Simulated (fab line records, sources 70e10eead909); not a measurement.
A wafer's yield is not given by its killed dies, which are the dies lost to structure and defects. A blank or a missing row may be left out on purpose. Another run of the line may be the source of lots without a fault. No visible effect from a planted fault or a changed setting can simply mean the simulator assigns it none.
Chamber matching || flow nandHarc || NHARC_A_STAIRCASE_DEP_259 on pecvd-03: 3 sister chambers
The step deposits SiON, target thk 30 nm. 6 wafers are shown with their chamber, then 10 later ones without.

== EACH WAFER AND ITS CHAMBER ==
{"wafer": "L092.3", "chamber": 1, "heaterPowerW (W)": 872}
{"wafer": "L092.2", "chamber": 0, "heaterPowerW (W)": 640}
{"wafer": "L092.4", "chamber": 1, "heaterPowerW (W)": 868}
{"wafer": "L092.5", "chamber": 2, "heaterPowerW (W)": 947}
{"wafer": "L090.1", "chamber": 0, "heaterPowerW (W)": 584}
{"wafer": "L090.2", "chamber": 2, "heaterPowerW (W)": 894}

== WAFERS MISSING THEIR CHAMBER ==
{"wafer": "L090.5", "heaterPowerW (W)": 560}
{"wafer": "L094.1", "heaterPowerW (W)": 652}
{"wafer": "L094.2", "heaterPowerW (W)": 853}
{"wafer": "L094.3", "heaterPowerW (W)": 896}
{"wafer": "L093.3", "heaterPowerW (W)": 632}
{"wafer": "L093.4", "heaterPowerW (W)": 751}
{"wafer": "L093.6", "heaterPowerW (W)": 632}
{"wafer": "L096.1", "heaterPowerW (W)": 913}
{"wafer": "L096.2", "heaterPowerW (W)": 622}
{"wafer": "L096.4", "heaterPowerW (W)": 943}

== WHICH CHAMBER EACH ONE RAN IN ==
{"wafer": "L090.5", "from the rows above": 0, "in truth": 0}
{"wafer": "L094.1", "from the rows above": 0, "in truth": 0}
{"wafer": "L094.2", "from the rows above": "can't be placed: 1 or 2", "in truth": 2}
{"wafer": "L094.3", "from the rows above": "can't be placed: 2 or 1", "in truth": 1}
{"wafer": "L093.3", "from the rows above": 0, "in truth": 0}
{"wafer": "L093.4", "from the rows above": "can't be placed: 1 or 0 or 2", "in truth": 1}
{"wafer": "L093.6", "from the rows above": 0, "in truth": 0}
{"wafer": "L096.1", "from the rows above": "can't be placed: 2 or 1", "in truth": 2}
{"wafer": "L096.2", "from the rows above": 0, "in truth": 0}
{"wafer": "L096.4", "from the rows above": "can't be placed: 2 or 1", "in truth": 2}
Correctly placed: 5 of 10. Cannot be placed on the basis of these rows: 5; the candidates contain the true chamber in 5. Placed wrongly: 0.
How it was worked out, from the rows above alone: a wafer's distance from a chamber is the root of the sum, over the readings, of the square of ((its reading less the chamber's mean) divided by the reading's scatter). If the next closest chamber is less than 2 further off than the closest, the wafer can't be placed; otherwise it belongs to the closest. Each chamber's mean is taken over the wafers shown for it. The scatter: take each reading less its chamber's mean, square it, sum over the shown wafers, divide by the number of wafers less the number of chambers, and take the root.
